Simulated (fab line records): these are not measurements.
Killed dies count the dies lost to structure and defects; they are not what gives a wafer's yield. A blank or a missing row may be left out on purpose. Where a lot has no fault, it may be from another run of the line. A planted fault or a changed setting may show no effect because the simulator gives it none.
Matching of chambers | flow n5Finfet | N5_HKMG_FIN_ETCH_86 on rieDiel-04: 4 sister chambers
The step etches SOC in N2/H2, stops on TiN, target depth 393.2 nm. 8 wafers are shown with their chamber, then 11 later ones without.

## WAFERS PAIRED WITH THEIR CHAMBERS
wafer  | chamber | drypumpMotorCurrentA (A) | showerheadPlenumPTorr (Torr)
L082.3 | 2       | 5.7                      | 2.49
L085.6 | 2       | 5.7                      | 2.49
L086.1 | 1       | 5.9                      | 2.61
L086.4 | 0       | 6.7                      | 2.64
L089.4 | 3       | 6.2                      | 2.45
L089.5 | 1       | 5.9                      | 2.60
L089.6 | 0       | 6.7                      | 2.64
L090.1 | 3       | 6.3                      | 2.45

## WAFERS WITH NO CHAMBER GIVEN
wafer  | drypumpMotorCurrentA (A) | showerheadPlenumPTorr (Torr)
L090.2 | 5.9                      | 2.60
L090.5 | 6.2                      | 2.45
L091.2 | 5.9                      | 2.60
L091.3 | 6.7                      | 2.64
L091.4 | 6.2                      | 2.44
L092.2 | 6.2                      | 2.44
L092.5 | 5.7                      | 2.49
L092.6 | 5.9                      | 2.60
L096.1 | 6.7                      | 2.63
L096.3 | 6.2                      | 2.44
L096.4 | 5.7                      | 2.48

## CHAMBER TAKEN BY EACH
wafer  | from the rows above | in truth
L090.2 | 1                   | 1
L090.5 | 3                   | 3
L091.2 | 1                   | 1
L091.3 | 0                   | 0
L091.4 | 3                   | 3
L092.2 | 3                   | 3
L092.5 | 2                   | 2
L092.6 | 1                   | 1
L096.1 | 0                   | 0
L096.3 | 3                   | 3
L096.4 | 2                   | 2
11 of 11 placed correctly. Number that these rows cannot place: 0. 0 placed wrongly.
How it was worked out, from the rows above alone: a wafer's distance from a chamber is the root of the sum, over the readings, of the square of ((its reading less the chamber's mean) divided by the reading's scatter). The wafer belongs to the nearest chamber; if the next one is less than 2 further off, it can't be placed. A chamber's mean is the mean of its shown wafers. The scatter: take each reading less its chamber's mean, square it, sum over the shown wafers, divide by the number of wafers less the number of chambers, and take the root.
